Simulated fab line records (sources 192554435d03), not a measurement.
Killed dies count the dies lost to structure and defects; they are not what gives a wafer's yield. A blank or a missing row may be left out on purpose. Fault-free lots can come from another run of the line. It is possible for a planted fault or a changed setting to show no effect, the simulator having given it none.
Split-lot trial	flow n5 finfet	7 lots, 21 wafers read, on a route of 1938 steps

SPLIT DETAILS
At N5_BEOL_M12_ETCH_38 (etches SiCN in CF4/N2, target depth 68.7 nm, time 73.4 s), the setting time s was moved away from the recipe's 73.4 s on 8 of the 21 wafers read, by -18.3% to +19.3%. All remaining wafers had this setting at the recipe value.

The split's own step is where the reading is taken.

THE READING
etch.depth nm (the simulator's own value, which no gauge read), in nm, at N5_BEOL_M12_ETCH_38 (etches SiCN in CF4/N2, target depth 68.7 nm, time 73.4 s). There is no usual value for it anywhere in the file. Here, 13 wafers ran the recipe; their average is 58.63 nm with a standard deviation of 2 nm.

wafer	tool, chamber at the split	time s as run, s	against the recipe	etch.depth nm, nm	against lot-mates on the recipe
L077.2	rie diel-02, 0	73.4	recipe	58.88	-
L077.5	rie diel-02, 2	73.4	recipe	55.86	-
L077.6	rie diel-02, 0	73.4	recipe	59.08	-
L080.2	rie diel-01, 3	84.59	+15.2%	68.52	no lot-mate on the recipe
L080.3	rie diel-01, 2	84.59	+15.2%	68.04	no lot-mate on the recipe
L080.5	rie diel-01, 2	84.59	+15.2%	67.85	no lot-mate on the recipe
L085.2	rie diel-01, 0	73.4	recipe	60.26	-
L085.3	rie diel-01, 1	73.4	recipe	59.66	-
L085.5	rie diel-01, 3	73.4	recipe	58.72	-
L090.2	rie diel-01, 0	73.4	recipe	60.76	-
L090.4	rie diel-01, 2	84.3	+14.9%	66.59	+5.83
L090.6	rie diel-01, 1	84.3	+14.9%	68.09	+7.33
L093.1	rie diel-02, 1	59.96	-18.3%	45.71	-12.16
L093.5	rie diel-02, 1	73.4	recipe	55.67	-
L093.6	rie diel-02, 3	73.4	recipe	60.06	-
L096.3	rie diel-05, 0	73.4	recipe	54.98	-
L096.4	rie diel-05, 3	73.4	recipe	57.02	-
L096.6	rie diel-05, 2	73.4	recipe	60.45	-
L097.3	rie diel-02, 0	73.4	recipe	60.77	-
L097.5	rie diel-02, 0	87.57	+19.3%	73.22	+12.45
L097.6	rie diel-02, 3	87.57	+19.3%	72.03	+11.26

FIT RESULTS
A straight line over all 21 wafers: etch.depth nm changes by +0.669 nm for each +1% of time s; r = +0.96; the points scatter about the line by 1.8 nm.
The same after taking each lot's own level away (the mean of its wafers on the recipe; 18 wafers): +0.584 nm for each +1%; r = +0.96; scatter 1.7 nm.
That fit puts the effect of the largest move of time s on the reading at 11 nm.
Measured against the standard deviation above, the lots' own levels, which go from 57.483 to 60.770 nm, span 1.7 times it.
Thus the slope moves with the lot-to-lot level: the two fits are different.
Check: with one of the wafers moved furthest among these (+19.3%) left out of the fit, the line predicts +10.5 nm for it against its lot-mates. Against them it came out at +12.4 nm.

FURTHER SPLITS ON THESE WAFERS
These wafers also went through other splits before the reading. Each is held against what the fit with the lots' levels taken away leaves over:
other split on the same wafers	wafers away from the commonest value	r with etch.depth nm (lot level and that fit taken away)
N5_BEOL_M10_EXPOSE_08 dose mj	5	-0.21
N5_BEOL_M11_ILD_DEP_00 time s	11	-0.10
N5_BEOL_M11_COAT_05 spin rpm	6	-0.20
N5_BEOL_M12_ETCH_68 time s	8	-0.04

FILE'S OWN FIT
etch.depth nm changes by +0.591 nm for each +1% of time s, r = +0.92.
